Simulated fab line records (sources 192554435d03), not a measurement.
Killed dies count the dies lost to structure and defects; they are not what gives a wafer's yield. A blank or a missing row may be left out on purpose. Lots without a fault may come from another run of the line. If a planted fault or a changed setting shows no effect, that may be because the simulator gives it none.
Chamber matching | flow n5Finfet | N5_HKMG_FIN_ETCH_31 on rieDiel-04 has 4 sister chambers
The step etches SiARC in CF4, target depth 45.5 nm, time 75.8 s. 8 wafers are shown with their chamber, then 8 later ones without.

WAFERS, EACH WITH ITS CHAMBER
wafer  | chamber | drypumpMotorCurrentA (A) | showerheadPlenumPTorr (Torr)
L088.1 | 1       | 5.8                      | 2.21
L088.5 | 1       | 5.8                      | 2.21
L092.4 | 0       | 5.0                      | 2.09
L092.6 | 0       | 5.0                      | 2.08
L094.1 | 3       | 6.3                      | 2.16
L094.2 | 2       | 6.3                      | 2.24
L094.5 | 3       | 6.3                      | 2.16
L093.3 | 2       | 6.2                      | 2.24

WAFERS WITHOUT THEIR CHAMBER
wafer  | drypumpMotorCurrentA (A) | showerheadPlenumPTorr (Torr)
L093.4 | 6.3                      | 2.16
L093.5 | 5.8                      | 2.21
L095.1 | 5.8                      | 2.21
L095.2 | 6.3                      | 2.24
L095.5 | 5.8                      | 2.21
L096.1 | 4.9                      | 2.08
L096.2 | 6.3                      | 2.16
L096.6 | 5.8                      | 2.21

EACH ONE'S CHAMBER
wafer  | from the rows above | in truth
L093.4 | 3                   | 3
L093.5 | 1                   | 1
L095.1 | 1                   | 1
L095.2 | 2                   | 2
L095.5 | 1                   | 1
L096.1 | 0                   | 0
L096.2 | 3                   | 3
L096.6 | 1                   | 1
Correctly placed: 8 of 8. From these rows, 0 cannot be placed. Number placed wrongly: 0.
How it was worked out, from the rows above alone: a wafer's distance from a chamber is the root of the sum, over the readings, of the square of ((its reading less the chamber's mean) divided by the reading's scatter). The wafer belongs to the nearest chamber; if the next one is less than 2 further off, it can't be placed. The mean given for a chamber averages the wafers shown for that chamber. The scatter is the square root of a quotient: the sum, over the shown wafers, of each reading's squared deviation from its chamber's mean, divided by wafers minus chambers.
